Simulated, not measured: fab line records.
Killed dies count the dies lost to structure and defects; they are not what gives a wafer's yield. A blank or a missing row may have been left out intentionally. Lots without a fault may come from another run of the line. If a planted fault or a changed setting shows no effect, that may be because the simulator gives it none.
Struck lot and sound lot, side by side :: flow n5-finfet :: 38 steps out of a route of 1938
Sound: these wafers, L623.1, L623.3, L623.4. Struck: wafer L624.2 (left out: L624.3, L624.5 of the same lot, which were not struck); the cause appears at the end.
At each step with rows: each side's tool, then ch and its chambers, then its first start. Under that, the readings that differ: sound wafers :: struck wafers :: difference of the means :: sigmas: that difference in standard deviations of wafers without a fault.
alike: readings whose means differ by less than 2 such deviations, and words and numbers that are the same on both sides. not compared: withheld readings, readings that some wafer has no value for, bounds like >300 that may hide the same value, and numbers for which the record gives no deviation and whose values overlap.
Wherever a step has rows on one side only, a row that says differs or no value, or a row with sigmas, the two part there. Numbers that don't overlap but have no deviation are shown without sigmas and don't part them. A reading missing from all wafers of one side parts the sides only when that side holds two or more wafers.

first, 9 steps without rows for these wafers: N5_BEOL_M4_ANNEAL_95 (time 240 s); N5_BEOL_M4_SPUTTER_96 (material Cu, target thk 4.5 nm, time 8.29 s); N5_BEOL_M4_ECD_50 (material Cu, target thk 300 nm); N5_BEOL_M4_ANNEAL_51 (time 90 s); N5_BEOL_M4_CMP_52 (polishes, stops on SiOC, t overpolish 6.8 s, target thk 40 nm); N5_BEOL_M4_PRE_CLEAN_60 (time 15 s); N5_BEOL_M4_CO_CAP_55 (material Co, precursor CCTBA/H2, target thk 2 nm, time 102.1 s); N5_BEOL_M4_PRE_CLEAN_56 (time 15 s); N5_BEOL_M4_DEP_57 (deposits SiCN from 3MS/NH3, target thk 8 nm, time 14 s).
N5_BEOL_M4_RC_MEAS_101:
  sound on prober-01 ch 0, day 11 12:05; struck on prober-01 ch 0, day 12 06:25
reading: ION_N (uA/um)
sound: 677 702 698
struck: 652
difference: -40
sigmas: -2
  alike: DIBL_N, DIBL_P, IOFF_N, IOFF_P, ION_P, SS_N, SS_P, VT_N, VT_P
then, 24 steps without rows for these wafers: N5_BEOL_M5_ILD_DEP_00 (deposits SiCOH lowk from DEMS/porogen, target thk 140.64 nm, time 25.9 s); N5_BEOL_M5_CURE_79 (cures SiCOH lowk, time 240 s); N5_BEOL_M5_PECVD_70 (deposits SiO2 from TEOS/O2, target thk 16 nm, time 18 s); N5_BEOL_M5_HM_DEP_02 (deposits TiN, target thk 20 nm); N5_BEOL_M5_COAT_59 (time 60 s, resist thk 60 nm); N5_BEOL_M5_COAT_60 (time 60 s, resist thk 12 nm); N5_BEOL_M5_COAT_71 (time 60 s, resist thk 5 nm); N5_BEOL_M5_COAT_05 (resist thk 30 nm); N5_BEOL_M5_EBR_07; N5_BEOL_M5_SOFTBAKE_06 (time 60 s); N5_BEOL_M5_EXPOSE_08 (exposes mask M5, target cd 28 nm); N5_BEOL_M5_PEB_09 (peb time 60 s); N5_BEOL_M5_DEVELOP_10 (develop time 30 s); N5_BEOL_M5_DESCUM_16 (chemistry O2, time 7 s); N5_BEOL_M5_ETCH_72 (etches underlayer in N2/H2, target depth 6.5 nm, time 5.2 s); N5_BEOL_M5_ETCH_61 (etches SiARC in CF4, target depth 15.6 nm, time 26 s); N5_BEOL_M5_ETCH_62 (etches SOC in N2/H2, target depth 75 nm, overetch 15 nm, time 112.5 s); N5_BEOL_M5_STRIP_63 (strips in N2/H2); N5_BEOL_M5_STRIP_73 (strips in N2/H2); N5_BEOL_M5_STRIP_64 (strips in CF4); N5_BEOL_M5_HM_OPEN_17 (chemistry Cl2/BCl3, target TiN, target depth 20 nm, overetch 6 nm); N5_BEOL_M5_STRIP_19 (strips in O2); N5_BEOL_M5_COAT_65 (time 60 s, resist thk 60 nm); N5_BEOL_M5_COAT_66 (time 60 s, resist thk 12 nm).
N5_BEOL_M7_CMP_52: polishes, stops on SiCOH lowk, t overpolish 6.9 s, target thk 80 nm.
  sound on cmp-02 ch 0,2,3, day 12 15:57; struck on cmp-02 ch 1, day 13 11:29
reading: barrier-field-endpoint-s (s)
sound: 30.6 28.2 30.2
struck: 46.8
difference: +17.1
sigmas: +20

reading: overpolish-run-s (s)
sound: 6.908 6.900 6.891
struck: 0.046
difference: -6.854
sigmas: -99 or more

reading: time-to-endpoint-s (s)
sound: 64 58 63
struck: 82
difference: +20
sigmas: +5
  alike: motor-current-A
N5_BEOL_M7_THK_MEAS_53: measures by xrf.
  sound: film-metro-02 at day 12 16:14; struck: film-metro-02 at day 13 11:47
reading: M7_THK (nm)
sound: 76.2 81.7 78.6
struck: 178.3
difference: +99.5
sigmas: +38
N5_BEOL_M7_INSPECT_58: inspects for defects (darkfield).
  sound: defect-inspect-01 at day 12 16:24; struck: defect-inspect-01 at day 13 11:57
reading: raw-defect-count
sound: 69 71 67
struck: 1207
difference: +1138
sigmas: +49
-- a jump in the record: the struck wafers' starts before and after are 3 days apart (it breaks off in module BEOL_M7 and resumes in module PASSIVATION, where the first step shown is number 1936 of the route) --
N5_PASSIVATION_PROBE_49:
  sound: prober-02 at day 15 11:19; struck: prober-01 at day 16 15:39
reading: defect-limited-yield (%)
sound: 90.3 87.8 92.1
struck: 0
difference: -90
sigmas: -60

reading: killed_at_M4_up
sound: 19 24 19
struck: 1091
difference: +1070
sigmas: +99 or more

reading: killed-dies
sound: 114 144 93
struck: 1180
difference: +1063
sigmas: +59

reading: killed-on-rim
sound: 21 14 9
struck: 152
difference: +137
sigmas: +33

reading: sort-n-pass
sound: 1066 1036 1087
struck: 0
difference: -1063
sigmas: -59

reading: sort-yield-pct (%)
sound: 90.3 87.8 92.1
struck: 0
difference: -90
sigmas: -60
  alike: killed_at_M0_to_M3, killed-at-contacts, killed-at-front-end, killed-at-other, killed-open, killed-short, sort_bin_5_function, sort_bin_6_memory

## WHERE THEY PART
Earliest at N5_BEOL_M4_RC_MEAS_101; latest, in this record, at N5_PASSIVATION_PROBE_49.

WHY: what the simulator had put in
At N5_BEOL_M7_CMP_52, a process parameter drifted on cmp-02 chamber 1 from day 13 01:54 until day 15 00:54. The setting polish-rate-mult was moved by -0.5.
